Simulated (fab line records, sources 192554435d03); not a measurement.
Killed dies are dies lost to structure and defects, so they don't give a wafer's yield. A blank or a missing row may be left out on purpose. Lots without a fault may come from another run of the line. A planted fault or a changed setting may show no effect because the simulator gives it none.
Split-lot experiment | flow n5_finfet | 7 lots, 21 wafers read, on a route of 1938 steps

THE SPLIT
At N5_BEOL_M13_EXPOSE_07 (exposes mask V12), the setting dose_mj was moved away from the recipe's 24.8 on 9 of the 21 wafers read, by -5.9% to +5.8%. The other wafers ran this setting at the recipe's value.

FROM THE SPLIT TO THE READING: what the file shows between them, 11 steps
- N5_BEOL_M13_PEB_08: peb time 90 s
- N5_BEOL_M13_DEVELOP_09: develop time 45 s
- N5_BEOL_M13_HARDBAKE_14: time 120 s
- N5_BEOL_M13_CD_MEAS_10: target cd 190 nm
- N5_BEOL_M13_DESCUM_15: chemistry O2, time 7.9 s
- N5_BEOL_M13_ETCH_59: etches BARC in N2/H2, target depth 89 nm, overetch 26.7 nm, time 67.9 s
- N5_BEOL_M13_VIA_ETCH_16: etches SiOC in C4F8/O2/Ar, target depth 921.7 nm
- N5_BEOL_M13_STRIP_63: strips in N2/H2
- N5_BEOL_M13_STRIP_64: strips in N2/H2
- N5_BEOL_M13_STRIP_71: strips in post etch residue remover, time 60 s
- N5_BEOL_M13_SRD_72: time 30 s, dry time 30 s

THE READING
cd_nm, in nm, at N5_BEOL_M13_CD_MEAS_17 (target cd 190 nm). Fault-free wafers of this fab line usually give 190.1 nm, standard deviation 1.6 nm.

wafer  | tool, chamber at the split | dose_mj as run | against the recipe | cd_nm, nm | against lot-mates on the recipe
L074.3 | krf_scanner-02, 0          | 24.8           | recipe             | 193.6     | -
L074.5 | krf_scanner-02, 0          | 23.34          | -5.9%              | 185.0     | -8.3
L074.6 | krf_scanner-02, 0          | 24.8           | recipe             | 193.0     | -
L079.1 | krf_scanner-01, 0          | 24.8           | recipe             | 189.1     | -
L079.2 | krf_scanner-01, 0          | 24.8           | recipe             | 191.7     | -
L079.4 | krf_scanner-01, 0          | 24.8           | recipe             | 188.1     | -
L081.2 | krf_scanner-01, 0          | 24.8           | recipe             | 188.0     | -
L081.4 | krf_scanner-01, 0          | 24.8           | recipe             | 187.4     | -
L081.6 | krf_scanner-01, 0          | 24.8           | recipe             | 188.6     | -
L082.2 | krf_scanner-02, 0          | 24.8           | recipe             | 190.1     | -
L082.3 | krf_scanner-02, 0          | 25.98          | +4.8%              | 194.6     | +4.5
L082.6 | krf_scanner-02, 0          | 25.98          | +4.8%              | 196.1     | +6.0
L084.2 | krf_scanner-02, 0          | 25.97          | +4.7%              | 194.4     | no lot-mate on the recipe
L084.4 | krf_scanner-02, 0          | 25.97          | +4.7%              | 196.3     | no lot-mate on the recipe
L084.5 | krf_scanner-02, 0          | 25.97          | +4.7%              | 197.7     | no lot-mate on the recipe
L086.2 | krf_scanner-01, 0          | 24.8           | recipe             | 192.2     | -
L086.4 | krf_scanner-01, 0          | 24.8           | recipe             | 191.6     | -
L086.6 | krf_scanner-01, 0          | 26.23          | +5.8%              | 198.3     | +6.4
L096.1 | krf_scanner-02, 0          | 24.18          | -2.5%              | 187.2     | -2.2
L096.4 | krf_scanner-02, 0          | 24.8           | recipe             | 189.4     | -
L096.5 | krf_scanner-02, 0          | 24.18          | -2.5%              | 183.7     | -5.7

THE FIT
A straight line over all 21 wafers: cd_nm changes by +1.22 nm for each +1% of dose_mj; r = +0.88; the points scatter about the line by 2 nm.
The same after taking each lot's own level away (the mean of its wafers on the recipe; 18 wafers): +1.25 nm for each +1%; r = +0.96; scatter 1.1 nm.
On that fit, the largest move of dose_mj shifts the reading by 7.3 nm.
The lots' own levels span 188.00 to 193.30 nm, that is 3.3 times the standard deviation above.
So the lot-to-lot level changes the slope little: the two slopes agree.
Check: with one of the wafers moved furthest among these (-5.9%) left out of the fit, the line predicts -7.22 nm for it against its lot-mates. It came out at -8.3 nm against them.

OTHER SPLITS ON THESE WAFERS
These wafers also went through other splits before the reading. Each is held against what the fit with the lots' levels taken away leaves over:
other split on the same wafers | wafers away from the commonest value | r with cd_nm (lot level and that fit taken away)
N5_BEOL_M13_ILD_DEP_00 time_s  | 9                                    | -0.09

THE WHOLE CHAIN: every reading that the file lists as answering this split, in the file's order
step                   | what it does     | reading | change (the file's fit)              | r (the file's)
N5_BEOL_M13_CD_MEAS_10 | target cd 190 nm | cd_nm   | +1.13 nm for each +1% of the setting | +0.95
N5_BEOL_M13_CD_MEAS_17 | target cd 190 nm | cd_nm   | +1.25 nm for each +1% of the setting | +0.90

THE FILE'S OWN FIT
cd_nm changes by +1.25 nm for each +1% of dose_mj, r = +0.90.
